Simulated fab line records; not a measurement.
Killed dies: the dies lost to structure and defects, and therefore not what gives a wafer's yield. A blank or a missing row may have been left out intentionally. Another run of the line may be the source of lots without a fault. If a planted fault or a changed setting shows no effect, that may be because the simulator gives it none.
What tool caused it? | flow nand-harc | 39 wafers from 13 lots sampled at 5 of the route's 1159 steps

WHAT THE GAUGES SHOWED, per wafer
NHARC_END_SORT_01.
lot  | measured     | on        | killed-at-array | killed-at-other | killed-at-periphery | killed-dies | killed-open | killed-short
L594 | day 24 14:04 | prober-01 | 91 95 127       | 1 1 0           | 3 7 1               | 95 103 128  | 1 4 7       | 1 0 0
L598 | day 25 04:38 | prober-02 | 91 87 124       | 0 1 3           | 1 5 4               | 92 93 131   | 1 5 5       | 4 2 2

EACH LOT AND THE TOOL THAT RAN IT (in order: tool; ch and the chambers of the sampled wafers; start)
lot  | NHARC_A_CONTACT_DEP_84        | NHARC_THIN_TSV_DEGAS_49      | NHARC_THIN_TSV_DESCUM_35           | NHARC_THIN_TSV_STRIP_56
L589 | acl-dep-03 ch 0, day 17 00:29 | pvd-sputter-01, day 18 22:21 | rie-diel-01 ch 0,2, day 19 01:41   | plasma-asher-02 ch 0,1, day 19 02:20
L587 | acl-dep-03 ch 0, day 17 01:44 | pvd-sputter-01, day 18 23:34 | rie-diel-10 ch 1,2,3, day 19 02:55 | plasma-asher-01 ch 0, day 19 03:25
L588 | acl-dep-03 ch 0, day 17 08:10 | pvd-sputter-01, day 19 03:52 | rie-diel-08 ch 1,3, day 19 07:11   | plasma-asher-01 ch 0,1, day 19 07:44
L594 | acl-dep-03 ch 0, day 19 11:10 | pvd-sputter-03, day 23 14:13 | rie-diel-08 ch 1,2, day 23 17:29   | plasma-asher-02 ch 0,1, day 23 18:43
L600 | acl-dep-01 ch 0, day 19 22:30 | pvd-sputter-02, day 23 19:05 | rie-diel-10 ch 0,1,2, day 23 22:24 | plasma-asher-02 ch 0,1, day 23 22:55
L598 | acl-dep-03 ch 0, day 19 23:20 | pvd-sputter-02, day 23 16:51 | rie-diel-01 ch 1,3, day 23 20:08   | plasma-asher-02 ch 0,1, day 23 20:59
L601 | acl-dep-01 ch 0, day 20 09:37 | pvd-sputter-02, day 23 21:26 | rie-diel-10 ch 1,2, day 24 01:16   | plasma-asher-02 ch 0,1, day 24 01:46
L603 | acl-dep-02 ch 0, day 21 07:07 | pvd-sputter-02, day 23 23:49 | rie-diel-10 ch 0,2, day 24 03:03   | plasma-asher-02 ch 0,1, day 24 03:37
L607 | acl-dep-02 ch 0, day 21 18:56 | pvd-sputter-03, day 24 00:43 | rie-diel-10 ch 0,2, day 24 04:05   | plasma-asher-01 ch 0,1, day 24 04:38
L605 | acl-dep-01 ch 0, day 22 07:10 | pvd-sputter-01, day 24 10:30 | rie-diel-10 ch 0,3, day 24 13:49   | plasma-asher-01 ch 0,1, day 24 14:22
L606 | acl-dep-02 ch 0, day 22 13:21 | pvd-sputter-02, day 24 17:57 | rie-diel-08 ch 1,2, day 24 21:22   | plasma-asher-02 ch 0,1, day 24 21:59
L609 | acl-dep-02 ch 0, day 22 22:17 | pvd-sputter-01, day 24 19:38 | rie-diel-08 ch 1,2,3, day 24 22:58 | plasma-asher-02 ch 0,1, day 24 23:31
L610 | acl-dep-01 ch 0, day 23 03:10 | pvd-sputter-01, day 24 21:46 | rie-diel-08 ch 0,3, day 25 00:59   | plasma-asher-02 ch 0,1, day 25 01:29
- NHARC_A_CONTACT_DEP_84: deposits aC, target thk 2000 nm.
- NHARC_THIN_TSV_DEGAS_49: time 120 s.
- NHARC_THIN_TSV_DESCUM_35: chemistry O2, time 3 s.
- NHARC_THIN_TSV_STRIP_56: strips in O2.

AS READ BY THE TOOLS THEMSELVES (means over the sampled wafers that have a number; for cases with no such wafer, the mark the record gives instead)
NHARC_A_CONTACT_DEP_84.
lot  | tool       | throttle-valve-pct (%)
L589 | acl-dep-03 | 35.003
L587 | acl-dep-03 | 35.001
L588 | acl-dep-03 | 35.006
L594 | acl-dep-03 | 34.999
L600 | acl-dep-01 | 35.004
L598 | acl-dep-03 | 35.001
L601 | acl-dep-01 | 34.994
L603 | acl-dep-02 | 34.995
L607 | acl-dep-02 | 35.001
L605 | acl-dep-01 | 34.999
L606 | acl-dep-02 | 35.012
L609 | acl-dep-02 | 35.006
L610 | acl-dep-01 | 34.996

NHARC_THIN_TSV_DEGAS_49.
lot  | tool           | heater-power-w (W)
L589 | pvd-sputter-01 | 431
L587 | pvd-sputter-01 | 492
L588 | pvd-sputter-01 | 458
L594 | pvd-sputter-03 | 491
L600 | pvd-sputter-02 | 448
L598 | pvd-sputter-02 | 454
L601 | pvd-sputter-02 | 432
L603 | pvd-sputter-02 | 419
L607 | pvd-sputter-03 | 454
L605 | pvd-sputter-01 | 416
L606 | pvd-sputter-02 | 452
L609 | pvd-sputter-01 | 433
L610 | pvd-sputter-01 | 474

NHARC_THIN_TSV_DESCUM_35.
lot  | tool        | drypump-motor-current-A (A) | oes-product-au (a.u.) | rf-vpp-V (V) | showerhead-plenum-p-Torr (Torr) | throttle-valve-pct (%)
L589 | rie-diel-01 | 5.2                         | 1.003                 | 58.7         | 1.95                            | 11.313
L587 | rie-diel-10 | 5.7                         | 0.994                 | 57.7         | 1.92                            | 11.323
L588 | rie-diel-08 | 5.5                         | 1.000                 | 58.5         | 1.87                            | 11.308
L594 | rie-diel-08 | 6.0                         | 0.995                 | 58.5         | 1.94                            | 11.309
L600 | rie-diel-10 | 5.9                         | 0.997                 | 56.5         | 1.83                            | 11.315
L598 | rie-diel-01 | 5.4                         | 1.004                 | 57.2         | 1.83                            | 11.308
L601 | rie-diel-10 | 5.9                         | 0.993                 | 56.9         | 1.84                            | 11.321
L603 | rie-diel-10 | 6.0                         | 0.992                 | 57.6         | 1.81                            | 11.310
L607 | rie-diel-10 | 6.0                         | 0.993                 | 56.4         | 1.82                            | 11.306
L605 | rie-diel-10 | 5.8                         | 0.997                 | 58.0         | 1.88                            | 11.312
L606 | rie-diel-08 | 6.0                         | 1.000                 | 57.3         | 1.94                            | 11.307
L609 | rie-diel-08 | 5.7                         | 1.005                 | 57.0         | 1.90                            | 11.316
L610 | rie-diel-08 | 5.5                         | 1.001                 | 58.0         | 1.80                            | 11.304

NHARC_THIN_TSV_STRIP_56.
lot  | tool            | drypump-motor-current-A (A) | heater-power-w (W)
L589 | plasma-asher-02 | 6.2                         | 297
L587 | plasma-asher-01 | 5.3                         | 319
L588 | plasma-asher-01 | 5.7                         | 341
L594 | plasma-asher-02 | 6.2                         | 274
L600 | plasma-asher-02 | 6.2                         | 294
L598 | plasma-asher-02 | 6.2                         | 283
L601 | plasma-asher-02 | 6.2                         | 273
L603 | plasma-asher-02 | 6.2                         | 294
L607 | plasma-asher-01 | 5.7                         | 349
L605 | plasma-asher-01 | 5.7                         | 353
L606 | plasma-asher-02 | 6.2                         | 293
L609 | plasma-asher-02 | 6.2                         | 297
L610 | plasma-asher-02 | 6.2                         | 296

THE ANSWER, worked out from the rows above alone
Rule: what is usual is taken from the lots themselves. The widest of any qualifying gaps counts: lots, ordered by their means at a reading, are off when they make up no more than a third of the lots, leave a main group of 4 or more, and stand apart from it by 3 or more times the standard deviation of that group's means. Not used: any main group whose means are identical at the precision the tables above print for the reading. Also off: a lot with no number at a reading for which 4 or more lots have one. Any other lot the step has rows for is counted as sound. After the gauges, taken in route order, come the tools' own readings; for these a lot's mean is taken, as printed above. The first step at which some lot is off is used, and at that step the reading that is off furthest; a lot without a number counts as furthest.
No lot is off on any of the readings shown, so nothing can be concluded from this.

WHAT THE SIMULATOR HAD INSERTED
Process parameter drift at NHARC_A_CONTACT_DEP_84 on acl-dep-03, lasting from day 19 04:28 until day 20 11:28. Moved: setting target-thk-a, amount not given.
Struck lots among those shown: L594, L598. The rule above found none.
